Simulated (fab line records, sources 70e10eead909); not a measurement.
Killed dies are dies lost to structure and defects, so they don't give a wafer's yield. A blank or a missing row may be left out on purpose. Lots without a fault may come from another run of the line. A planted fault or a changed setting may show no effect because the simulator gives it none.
fab line records | flow nand_harc | part 2 of 2: steps 21 to 34 of 34
record lots=5 wafers=15 last_day=24
route steps=1159 shown P_BONDPAD@366 A_START@389 A_ZERO_WELL@390
lots that met no fault: from a run of the same line without faults
start_h: hours from the record's first day to the start of the lot's first wafer shown | wait_h: hours since the lot's step before | " the same as in the row above | L1.1+2: a row that stands for several wafers | - no value, or no start given | * or withheld: withheld | < > ~ a bound
route shown NAME@n: a module of which the file shows steps, and the number in the route of the first | usual: mean/standard deviation of fault-free wafers | same: alike in all rows | chamber/n: place in a boat | sites: the reading at each site | _std_site: their standard deviation | _edge_site: outer sites' mean less inner sites' | radius_mm: how far each site lies from the wafer's centre | mask NAME#n: copy n | behind: the tool/chamber that last shaped the wafer | hold: why the lot was held/for how many hours/how that ended | device: the transistor (n, p or np) that didn't switch | end of line: the same wafers' tests at the end of the route | a step without rows: its recipe alone | killed: dies lost to structure and defects at the first sort, not the wafer's yield | map: a wafer's dies, x killed, . not, _ none there
set.NAME: the setting as run; set.NAME@STEP: as run at that earlier step | model.NAME: the simulator's own value behind a step, which no gauge read
lots at some steps of the route; a table a step, a row a wafer
services: from which hour (start_h, from the record's first day; less than 0 if before it) a tool's chamber was out of use, for how many hours, and why
## steps
# step NHARC_P_BONDPAD_SRD_31
# recipe time_s=30 temp_c=23 dry_time_s=20 spin_rpm=1500
# usual co2_resistivity_mohm_cm=0.2002/0.002
# columns lot.wafer tool chamber start_h wait_h co2_resistivity_mohm_cm
L075.1 wet_bench-10 6 - - 0.2005
L075.5 " 7 " " 0.1987
L075.2 " 2 " " 0.2001
L077.3 wet_bench-10 2 - - 0.2012
L077.5 " 3 " " 0.2001
L077.6 " 4 " " 0.2002
L085.6 wet_bench-10 7 - - 0.1954
L085.2 " 0 " " 0.2026
L085.1 " 1 " " 0.2066
L091.3 wet_bench-10 1 - - 0.2024
L091.6 " 2 " " 0.1994
L091.4 " 4 " " 0.2022
L096.5 wet_bench-10 1 - - 0.2006
L096.1 " 4 " " 0.2020
L096.3 " 6 " " 0.1979
# step NHARC_A_START_INSPECT_01
# usual raw_defect_count=3.4/1.9
# columns lot.wafer tool chamber start_h wait_h raw_defect_count
L075.1 defect_inspect-01 - 143.14 - 7
L075.2 " - " " 4
L075.5 " - " " 8
L077.3 defect_inspect-02 - 150.87 - 1
L077.5 " - " " 8
L077.6 " - " " 5
L085.1 defect_inspect-02 - 207.43 - 3
L085.2 " - " " 5
L085.6 " - " " 4
L091.3 defect_inspect-02 - 243.93 - 3
L091.4 " - " " 1
L091.6 " - " " 6
L096.1 defect_inspect-01 - 261.32 - 3
L096.3 " - " " 2
L096.5 " - " " 3
# step NHARC_A_ZERO_WELL_PRECLEAN_00
# recipe time_s=600 temp_c=120 chemistry=SPM
# columns lot.wafer tool chamber start_h wait_h
L075.2+5+1 wet_bench-04 7,0,1 143.24 0.1
L077.6+5+3 wet_bench-04 5,6,2 150.96 0.1
L085.2+6+1 wet_bench-03 2,4,6 207.52 0.1
L091.4+6+3 wet_bench-03 1,2,3 244.02 0.1
L096.1+5+3 wet_bench-02 6,2,3 261.41 0.1
# step NHARC_A_ZERO_WELL_SRD_01
# columns lot.wafer tool chamber start_h wait_h
L075.2+5+1 wet_bench-04 7,0,1 - -
L077.6+5+3 wet_bench-04 5,6,2 - -
L085.2+6+1 wet_bench-03 2,4,6 - -
L091.4+6+3 wet_bench-03 1,2,3 - -
L096.1+5+3 wet_bench-02 6,2,3 - -
# step NHARC_A_ZERO_WELL_DEHYDRATE_02
# recipe temp_c=150 time_s=120
# usual heater_power_total_W=182.5/1.2
# columns lot.wafer tool chamber start_h wait_h heater_power_total_W
L075.1 litho_track-02 0 143.54 - 180.5
L075.2 " 0 " " 183.6
L075.5 " 0 " " 181.6
L077.3 litho_track-03 0 151.27 - 181.2
L077.5 " 0 " " 182.1
L077.6 " 0 " " 182.5
L085.1 litho_track-03 0 207.83 - 183.6
L085.2 " 0 " " 180.6
L085.6 " 0 " " 181.6
L091.3 litho_track-07 0 244.32 - 180.6
L091.4 " 0 " " 180.9
L091.6 " 0 " " 184.0
L096.1 litho_track-02 0 261.72 - 182.8
L096.3 " 0 " " 183.9
L096.5 " 0 " " 184.1
# step NHARC_A_ZERO_WELL_HMDS_03
# recipe time_s=30
# columns lot.wafer tool chamber start_h wait_h
L075.1+2+5 litho_track-02 0 - -
L077.3+5+6 litho_track-03 0 - -
L085.1+2+6 litho_track-03 0 - -
L091.3+4+6 litho_track-07 0 - -
L096.1+3+5 litho_track-02 0 - -
# step NHARC_A_ZERO_WELL_COAT_18
# recipe temp_c=200 time_s=65
# usual heater_power_total_W=386.1/1.3
# columns lot.wafer tool chamber start_h wait_h heater_power_total_W
L075.1 litho_track-02 0 - - 384.5
L075.2 " 0 " " 388.0
L075.5 " 0 " " 387.3
L077.3 litho_track-03 0 - - 386.4
L077.5 " 0 " " 387.4
L077.6 " 0 " " 386.4
L085.1 litho_track-03 0 - - 385.0
L085.2 " 0 " " 386.4
L085.6 " 0 " " 386.1
L091.3 litho_track-07 0 - - 387.5
L091.4 " 0 " " 384.5
L091.6 " 0 " " 387.4
L096.1 litho_track-02 0 - - 384.3
L096.3 " 0 " " 387.4
L096.5 " 0 " " 387.2
# step NHARC_A_ZERO_WELL_COAT_04
# recipe spin_rpm=2000 resist_thk_nm=600
# columns lot.wafer tool chamber start_h wait_h
L075.1+2+5 litho_track-02 0 - -
L077.3+5+6 litho_track-03 0 - -
L085.1+2+6 litho_track-03 0 - -
L091.3+4+6 litho_track-07 0 - -
L096.1+3+5 litho_track-02 0 - -
# step NHARC_A_ZERO_WELL_SOFTBAKE_05
# recipe temp_c=125 time_s=70
# usual heater_power_total_W=200.9/1.3
# columns lot.wafer tool chamber start_h wait_h heater_power_total_W
L075.1 litho_track-02 0 - - 201.3
L075.2 " 0 " " 202.5
L075.5 " 0 " " 202.3
L077.3 litho_track-03 0 - - 199.7
L077.5 " 0 " " 198.8
L077.6 " 0 " " 202.0
L085.1 litho_track-03 0 - - 200.3
L085.2 " 0 " " 201.8
L085.6 " 0 " " 198.9
L091.3 litho_track-07 0 - - 201.5
L091.4 " 0 " " 199.9
L091.6 " 0 " " 202.2
L096.1 litho_track-02 0 - - 199.8
L096.3 " 0 " " 201.5
L096.5 " 0 " " 201.2
# step NHARC_A_ZERO_WELL_EBR_06
# columns lot.wafer tool chamber start_h wait_h
L075.1+2+5 litho_track-02 0 - -
L077.3+5+6 litho_track-03 0 - -
L085.1+2+6 litho_track-03 0 - -
L091.3+4+6 litho_track-07 0 - -
L096.1+3+5 litho_track-02 0 - -
# step NHARC_A_ZERO_WELL_EXPOSE_07
# recipe na=0.55 dose_mj=33.85 mask_id=A_ZERO
# usual reticle_temp_C=22.98/0.1
# columns lot.wafer tool chamber start_h wait_h mask reticle_temp_C
L075.1 krf_scanner-03 0 143.83 - A_ZERO#0 22.89
L075.2 " 0 " " A_ZERO#0 23.16
L075.5 " 0 " " A_ZERO#0 22.83
L077.3 krf_scanner-04 0 151.44 - A_ZERO#0 22.99
L077.5 " 0 " " A_ZERO#0 22.88
L077.6 " 0 " " A_ZERO#0 22.96
L085.1 krf_scanner-01 0 207.99 - A_ZERO#0 22.85
L085.2 " 0 " " A_ZERO#0 22.78
L085.6 " 0 " " A_ZERO#0 22.81
L091.3 krf_scanner-04 0 244.50 - A_ZERO#0 23.07
L091.4 " 0 " " A_ZERO#0 23.05
L091.6 " 0 " " A_ZERO#0 23.00
L096.1 krf_scanner-03 0 261.89 - A_ZERO#0 22.92
L096.3 " 0 " " A_ZERO#0 23.00
L096.5 " 0 " " A_ZERO#0 23.10
# step NHARC_A_ZERO_WELL_PEB_08
# recipe peb_temp_c=128 peb_time_s=80
# usual heater_power_total_W=189.9/0.75
# columns lot.wafer tool chamber start_h wait_h heater_power_total_W
L075.1 litho_track-07 0 143.89 0.1 190.5
L075.2 " 0 " " 190.4
L075.5 " 0 " " 189.3
L077.3 litho_track-02 0 151.50 0.1 190.9
L077.5 " 0 " " 190.8
L077.6 " 0 " " 189.1
L085.1 litho_track-03 0 208.06 0.1 189.7
L085.2 " 0 " " 190.7
L085.6 " 0 " " 188.8
L091.3 litho_track-03 0 244.56 0.1 190.5
L091.4 " 0 " " 189.9
L091.6 " 0 " " 190.7
L096.1 litho_track-02 0 261.95 0.1 190.0
L096.3 " 0 " " 189.0
L096.5 " 0 " " 188.8
# step NHARC_A_ZERO_WELL_DEVELOP_09
# recipe time_s=50 dev_temp_c=22
# columns lot.wafer tool chamber start_h wait_h
L075.1+2+5 litho_track-07 0 - -
L077.3+5+6 litho_track-02 0 - -
L085.1+2+6 litho_track-03 0 - -
L091.3+4+6 litho_track-03 0 - -
L096.1+3+5 litho_track-02 0 - -
# step NHARC_A_ZERO_WELL_CD_MEAS_10
# recipe target_cd_nm=2000 landing_energy_ev=500
# usual cd_nm=2000.0/1.5
# columns lot.wafer tool chamber start_h wait_h cd_nm
L075.1 cd_sem-01 0 143.98 - 2000.9
L075.2 " 0 " " 2001.2
L075.5 " 0 " " 2000.7
L077.3 cd_sem-03 0 151.59 - 1999.9
L077.5 " 0 " " 2000.6
L077.6 " 0 " " 2000.5
L085.1 cd_sem-02 0 208.14 - 2000.0
L085.2 " 0 " " 1999.1
L085.6 " 0 " " 2001.2
L091.3 cd_sem-03 0 244.64 - 1998.8
L091.4 " 0 " " 1999.4
L091.6 " 0 " " 2000.7
L096.1 cd_sem-03 0 262.04 - 1999.9
L096.3 " 0 " " 2001.9
L096.5 " 0 " " 1999.7
## services
# columns tool chamber start_h hours kind
pvd_sputter-01 - 122.65 1.6 repair
krf_scanner-04 - 126.00 4.0 pm
rie_diel-12 3 138.02 3.7 repair
wet_bench-03 - 146.40 8.0 pm
rie_diel-11 2 149.65 5.6 repair
pvd_sputter-01 - 150.90 3.5 repair
pvd_sputter-01 - 158.00 10.0 pm
wet_bench-04 - 163.20 8.0 pm
litho_track-02 - 165.00 7.0 pm
pvd_sputter-02 - 170.59 4.0 repair
pvd_sputter-01 - 174.45 6.7 repair
litho_track-07 - 189.00 7.0 pm
rie_diel-11 - 189.50 9.0 pm
cmp-04 - 197.43 1.3 repair
cmp-04 - 204.98 4.0 pm
pvd_sputter-02 - 209.49 1.5 repair
litho_track-03 - 213.00 7.0 pm
pvd_sputter-02 - 214.00 10.0 pm
cmp-04 - 227.00 1.6 repair
wet_bench-08 - 230.40 8.0 pm
cmp-04 - 235.24 0.9 repair
wet_bench-10 - 247.20 8.0 pm
ecd_cu-01 - 252.70 0.3 repair
wet_bench-10 - 259.17 1.1 repair
